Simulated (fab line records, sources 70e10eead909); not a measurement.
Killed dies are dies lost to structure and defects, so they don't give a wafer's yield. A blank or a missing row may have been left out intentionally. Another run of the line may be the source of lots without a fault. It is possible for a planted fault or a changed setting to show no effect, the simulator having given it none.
Which tool is to blame?    flow nand-harc    12 lots with 36 wafers sampled at 6 steps, on a route of 1302 steps

WHAT EACH GAUGE READ, for each wafer
NHARC_P_M2_CD_MEAS_09: the cd target is 170 nm.
lot   measured      on         cd-nm (nm)
L075  day 6 15:31   cd-sem-01  170.6 170.3 170.2
L077  day 7 16:11   cd-sem-01  170.5 169.6 170.3
L079  day 8 11:08   cd-sem-03  170.1 170.1 170.6
L081  day 9 11:13   cd-sem-03  170.2 170.4 170.4
L083  day 10 18:04  cd-sem-01  170.4 169.5 170.1
L085  day 11 02:28  cd-sem-03  170.5 170.2 170.8
L087  day 11 21:49  cd-sem-02  169.8 170.1 170.0
L089  day 12 20:14  cd-sem-01  169.4 169.7 169.2
L091  day 13 12:11  cd-sem-01  169.5 170.1 170.8
L093  day 14 14:44  cd-sem-02  170.0 170.1 169.9
L095  day 15 07:01  cd-sem-02  170.4 169.9 169.8
L097  day 16 02:03  cd-sem-01  169.6 170.2 169.7

WHAT TOOL EACH LOT RAN ON (gives the tool, then ch and the chambers of the sampled wafers, and finally the start)
lot   NHARC_P_GATE_DEGAS_109        NHARC_P_GATE_RTA_80               NHARC_P_CONTACT_DEP_00                      NHARC_P_CONTACT_DEGAS_38      NHARC_P_M1_PRE_CLEAN_30
L075  pvd-sputter-01, day 6 00:40   rtp-anneal-02 ch 0, day 6 01:03   pecvd-04 ch 0,2, day 6 05:04 or earlier     pvd-sputter-02, day 6 05:04   pvd-sputter-01, day 6 15:31 or earlier
L077  pvd-sputter-02, day 7 01:14   rtp-anneal-01 ch 0, day 7 01:31   pecvd-01 ch 1,2, day 7 05:25 or earlier     pvd-sputter-03, day 7 05:25   pvd-sputter-03, day 7 16:11 or earlier
L079  pvd-sputter-02, day 7 20:08   rtp-anneal-02 ch 0, day 7 20:26   pecvd-03 ch 0,2, day 8 00:32 or earlier     pvd-sputter-03, day 8 00:32   pvd-sputter-02, day 8 11:08 or earlier
L081  pvd-sputter-01, day 8 20:28   rtp-anneal-01 ch 0, day 8 20:48   pecvd-04 ch 0,1,2, day 9 00:50 or earlier   pvd-sputter-01, day 9 00:50   pvd-sputter-01, day 9 11:13 or earlier
L083  pvd-sputter-03, day 10 03:05  rtp-anneal-01 ch 0, day 10 03:23  pecvd-04 ch 1,2, day 10 07:29 or earlier    pvd-sputter-01, day 10 07:29  pvd-sputter-02, day 10 18:04 or earlier
L085  pvd-sputter-01, day 10 11:18  rtp-anneal-02 ch 0, day 10 11:35  pecvd-01 ch 0,1,2, day 10 15:50 or earlier  pvd-sputter-01, day 10 15:50  pvd-sputter-03, day 11 02:28 or earlier
L087  pvd-sputter-03, day 11 06:28  rtp-anneal-02 ch 0, day 11 06:46  pecvd-04 ch 0,1,2, day 11 11:16 or earlier  pvd-sputter-02, day 11 11:16  pvd-sputter-02, day 11 21:49 or earlier
L089  pvd-sputter-03, day 12 05:31  rtp-anneal-01 ch 0, day 12 05:49  pecvd-03 ch 0,2, day 12 09:47 or earlier    pvd-sputter-03, day 12 09:47  pvd-sputter-02, day 12 20:14 or earlier
L091  pvd-sputter-03, day 12 21:19  rtp-anneal-01 ch 0, day 12 21:35  pecvd-01 ch 0,1,2, day 13 01:35 or earlier  pvd-sputter-01, day 13 01:35  pvd-sputter-02, day 13 12:11 or earlier
L093  pvd-sputter-02, day 13 23:49  rtp-anneal-02 ch 0, day 14 00:07  pecvd-03 ch 0,1,2, day 14 04:08 or earlier  pvd-sputter-03, day 14 04:08  pvd-sputter-03, day 14 14:44 or earlier
L095  pvd-sputter-03, day 14 15:28  rtp-anneal-01 ch 0, day 14 15:46  pecvd-03 ch 0,1,2, day 14 19:47 or earlier  pvd-sputter-01, day 14 19:47  pvd-sputter-01, day 15 07:01 or earlier
L097  pvd-sputter-02, day 15 11:13  rtp-anneal-02 ch 0, day 15 11:35  pecvd-03 ch 0,1,2, day 15 15:32 or earlier  pvd-sputter-02, day 15 15:32  pvd-sputter-03, day 16 02:03 or earlier
- NHARC_P_GATE_DEGAS_109: time 60 s.
- NHARC_P_GATE_RTA_80: time 30 s.
- NHARC_P_CONTACT_DEP_00: deposits SiO2, target thk 500 nm.
- NHARC_P_CONTACT_DEGAS_38: time 60 s.
- NHARC_P_M1_PRE_CLEAN_30: time 30 s.

THE ANSWER, worked out from the rows above alone
Rule: usual is defined by the lots themselves. The widest of any qualifying gaps counts: lots, ordered by their means at a reading, are off when they make up no more than a third of the lots, leave a main group of 4 or more, and stand apart from it by 3 or more times the standard deviation of that group's means. A main group whose means are all the same, to the digits that the tables above print for the reading, isn't used. A lot without any number at a reading at which 4 lots or more have one is off too. All remaining lots with rows at the step are treated as sound.
None of the lots is off at any reading shown; this tells nothing.

WHAT HAD BEEN PUT IN BY THE SIMULATOR
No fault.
